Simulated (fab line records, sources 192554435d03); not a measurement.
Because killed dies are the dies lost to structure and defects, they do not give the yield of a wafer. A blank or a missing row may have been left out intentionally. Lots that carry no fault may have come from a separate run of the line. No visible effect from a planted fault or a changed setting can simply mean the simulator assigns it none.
A lot that was struck, set against a sound lot || flow n5_finfet || 16 out of 1938 route steps
Sound: these wafers, L333.4, L333.5, L333.6. Struck: wafer L337.6. (L337.1, L337.3 of the same lot were not struck and are left out.) The cause comes at the end.
Each step with rows lists, per side, the tool, then ch with its chambers, then its first start. Under that, the readings that differ: sound wafers || struck wafers || difference of the means || sigmas: that difference in standard deviations of wafers without a fault.
alike: words and numbers the same on both sides, and readings whose means are apart by under 2 such deviations; not compared: readings that were withheld, readings missing a value for some wafer, numbers with overlapping values and no deviation given by the record, and bounds like >300 which may hide the same value.
A row with sigmas, a row that says differs or no value, or rows on one side alone: a step with any of these is where the two part. Non-overlapping numbers with no deviation appear without sigmas and do not part them. A reading that every wafer of one side lacks parts them only if that side has two wafers or more.

first, 4 steps without rows for these wafers: N5_BEOL_M6_HM_STRIP_39 (strips TiN in peroxide tin strip, target depth 25 nm, time 158 s); N5_BEOL_M6_SRD_40 (time 30 s); N5_BEOL_M6_PRECLEAN_42 (cleans in residue remover, time 60 s); N5_BEOL_M6_SRD_43 (time 30 s).
N5_BEOL_M6_CD_MEAS_35: target cd 40 nm, target cd y 28 nm.
  sound: cd_sem-01 at day 8 18:50; struck: cd_sem-01 at day 9 19:28
  alike: cd_nm
N5_BEOL_M6_CURE_75: cures SiCOH lowk, time 120 s.
  sound on uv_cure-01 ch 0, day 8 19:01; struck on uv_cure-02 ch 0, day 9 19:31
  alike: lamp_power_pct, wafer_temp_C_max
then, 1 step without rows for these wafers: N5_BEOL_M6_DEGAS_44 (time 60 s).
N5_BEOL_M6_PRE_CLEAN_45: time 30 s.
  sound: pvd_sputter-03 at day 8 19:23; struck: pvd_sputter-03 at day 9 21:01
{"reading": "heater_power_w (W)", "sound": "400 294 362", "struck": 264, "difference": -88, "sigmas": -2}
N5_BEOL_M6_ALD_77: deposits TaN, target thk 2 nm, pulse time 2 s, purge time 3 s.
  sound on ald_metal-01 ch 0,1, day 8 19:27; struck on ald_metal-01 ch 2, day 9 21:08
  alike: heater_power_w
N5_BEOL_M6_SURFACE_TREAT_79:
  sound: pvd_sputter-03 at day 8 20:04; struck: pvd_sputter-03 at day 9 21:33
  not compared: pressure_mtorr, throttle_valve_pct
then, 2 steps without rows for these wafers: N5_BEOL_M6_CVD_78 (deposits Co from CCTBA/H2, target thk 2 nm, time 142.3 s); N5_BEOL_M6_SPUTTER_48 (material Cu, target thk 10 nm, time 1.667 s).
N5_BEOL_M6_ECD_50: material Cu, target thk 300 nm.
  sound on ecd_cu-02 ch 0,1, day 8 20:32; struck on ecd_cu-02 ch 1, day 9 21:57
{"reading": "model.Cu_of_BEOL_M6_ECD_50.thk_nm (nm)", "sound": "299 301 301", "struck": 155.4, "difference": -144.9, "sigmas": ""}
N5_BEOL_M6_ANNEAL_51: time 90 s.
  sound on rtp_anneal-02 ch 0, day 8 21:16; struck on rtp_anneal-01 ch 0, day 9 22:02
{"reading": "wafer_temp_C_max", "sound": "225.48 225.37 225.44", "struck": 226.11, "difference": "+0.68", "sigmas": "+3"}
N5_BEOL_M6_CMP_52: polishes, stops on SiCOH lowk, t overpolish 6.9 s, target thk 80 nm.
  sound on cmp-04 ch 1,2,3, day 8 21:32; struck on cmp-03 ch 1, day 9 22:20
{"reading": "time_to_endpoint_s (s)", "sound": "58.2 61.6 60.4", "struck": 30.2, "difference": -29.9, "sigmas": -14}
  alike: motor_current_A, retaining_ring_pressure_frac
  not compared: pad_life_wafers
N5_BEOL_M6_THK_MEAS_53: measures by xrf.
  sound: film_metro-01 at day 8 21:44; struck: film_metro-02 at day 9 22:38
  alike: M6_THK

== WHERE THEY PART ==
Last at N5_BEOL_M6_CMP_52 as far as this record goes, first at N5_BEOL_M6_PRE_CLEAN_45. Later steps at which nothing parts them and some readings are alike: N5_BEOL_M6_THK_MEAS_53.

WHY: what the simulator had put in
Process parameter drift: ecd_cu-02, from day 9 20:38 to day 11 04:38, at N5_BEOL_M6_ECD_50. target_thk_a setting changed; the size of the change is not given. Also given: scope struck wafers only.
